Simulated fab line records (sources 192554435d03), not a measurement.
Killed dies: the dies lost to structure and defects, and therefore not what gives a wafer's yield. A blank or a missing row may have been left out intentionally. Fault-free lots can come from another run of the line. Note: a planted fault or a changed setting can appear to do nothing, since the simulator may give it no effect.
Chamber matching :: flow n5Finfet :: cmp-01 running N5_ILD0_CMP_12: 4 sister chambers
The step polishes SiNx, stops on poly-Si, t overpolish 6 s, target thk 17.67 nm. 16 wafers are shown with their chamber, then 8 later ones without.

== WAFERS PAIRED WITH THEIR CHAMBERS ==
wafer: L076.1
chamber: 0
motorCurrentA (A): 9.9
overpolishRunS (s): 6.011
timeToEndpointS (s): 31.5

wafer: L076.2
chamber: 3
motorCurrentA (A): 7.7
overpolishRunS (s): 6.008
timeToEndpointS (s): 28.1

wafer: L076.5
chamber: 1
motorCurrentA (A): 9.5
overpolishRunS (s): 5.991
timeToEndpointS (s): 28.9

wafer: L086.2
chamber: 2
motorCurrentA (A): 8.3
overpolishRunS (s): 6.004
timeToEndpointS (s): 33.1

wafer: L086.3
chamber: 0
motorCurrentA (A): 10.3
overpolishRunS (s): 6.011
timeToEndpointS (s): 33.2

wafer: L086.6
chamber: 3
motorCurrentA (A): 8.1
overpolishRunS (s): 6.005
timeToEndpointS (s): 28.0

wafer: L089.1
chamber: 2
motorCurrentA (A): 8.3
overpolishRunS (s): 6.009
timeToEndpointS (s): 28.8

wafer: L089.3
chamber: 3
motorCurrentA (A): 7.8
overpolishRunS (s): 5.992
timeToEndpointS (s): 29.6

wafer: L089.5
chamber: 3
motorCurrentA (A): 7.9
overpolishRunS (s): 6.003
timeToEndpointS (s): 29.4

wafer: L091.1
chamber: 0
motorCurrentA (A): 10.1
overpolishRunS (s): 6.017
timeToEndpointS (s): 31.0

wafer: L091.4
chamber: 2
motorCurrentA (A): 8.1
overpolishRunS (s): 6.014
timeToEndpointS (s): 29.7

wafer: L091.5
chamber: 1
motorCurrentA (A): 10.1
overpolishRunS (s): 6.013
timeToEndpointS (s): 30.3

wafer: L092.2
chamber: 1
motorCurrentA (A): 9.9
overpolishRunS (s): 5.996
timeToEndpointS (s): 31.2

wafer: L092.4
chamber: 3
motorCurrentA (A): 7.9
overpolishRunS (s): 5.998
timeToEndpointS (s): 30.5

wafer: L092.6
chamber: 1
motorCurrentA (A): 9.3
overpolishRunS (s): 5.990
timeToEndpointS (s): 34.0

wafer: L094.1
chamber: 3
motorCurrentA (A): 7.8
overpolishRunS (s): 6.018
timeToEndpointS (s): 26.6

SIGNATURES (averages over the wafers above)
reading: motorCurrentA
chamber 0: 10.100
chamber 1: 9.700
chamber 2: 8.233
chamber 3: 7.867
scatter within a chamber: 0.224

reading: overpolishRunS
chamber 0: 6.01300
chamber 1: 5.99750
chamber 2: 6.00900
chamber 3: 6.00400
scatter within a chamber: 0.00821

reading: timeToEndpointS
chamber 0: 31.900
chamber 1: 31.100
chamber 2: 30.533
chamber 3: 28.700
scatter within a chamber: 1.75
Rule: for a wafer and a chamber, the distance is found by dividing, reading by reading, the gap between the wafer's reading and the chamber's mean by the reading's scatter, squaring, summing and taking the root. If the next closest chamber is less than 2 further off than the closest, the wafer can't be placed; otherwise it belongs to the closest. The scatter is the square root of a quotient: the sum, over the shown wafers, of each reading's squared deviation from its chamber's mean, divided by wafers minus chambers.

== WAFERS WHOSE CHAMBER IS MISSING ==
wafer: L094.2
motorCurrentA (A): 9.7
overpolishRunS (s): 5.994
timeToEndpointS (s): 30.3

wafer: L094.4
motorCurrentA (A): 10.0
overpolishRunS (s): 6.006
timeToEndpointS (s): 29.2

wafer: L095.4
motorCurrentA (A): 9.7
overpolishRunS (s): 6.008
timeToEndpointS (s): 29.6

wafer: L095.5
motorCurrentA (A): 9.8
overpolishRunS (s): 5.993
timeToEndpointS (s): 33.9

wafer: L095.6
motorCurrentA (A): 8.3
overpolishRunS (s): 6.011
timeToEndpointS (s): 29.0

wafer: L096.1
motorCurrentA (A): 9.3
overpolishRunS (s): 5.997
timeToEndpointS (s): 31.8

wafer: L096.3
motorCurrentA (A): 9.9
overpolishRunS (s): 6.002
timeToEndpointS (s): 30.7

wafer: L096.5
motorCurrentA (A): 10.0
overpolishRunS (s): 6.003
timeToEndpointS (s): 28.4

== EACH ONE'S CHAMBER ==
wafer: L094.2
from the rows above: 1
in truth: 1

wafer: L094.4
from the rows above: can't be placed: 0 or 1
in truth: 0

wafer: L095.4
from the rows above: can't be placed: 1 or 0
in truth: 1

wafer: L095.5
from the rows above: can't be placed: 1 or 0
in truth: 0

wafer: L095.6
from the rows above: can't be placed: 2 or 3
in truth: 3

wafer: L096.1
from the rows above: 1
in truth: 1

wafer: L096.3
from the rows above: can't be placed: 1 or 0
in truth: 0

wafer: L096.5
from the rows above: can't be placed: 1 or 0
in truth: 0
Correctly placed: 2 of 8. Not placeable from these rows: 6 (in 6, the candidates include the true chamber). Number placed wrongly: 0.
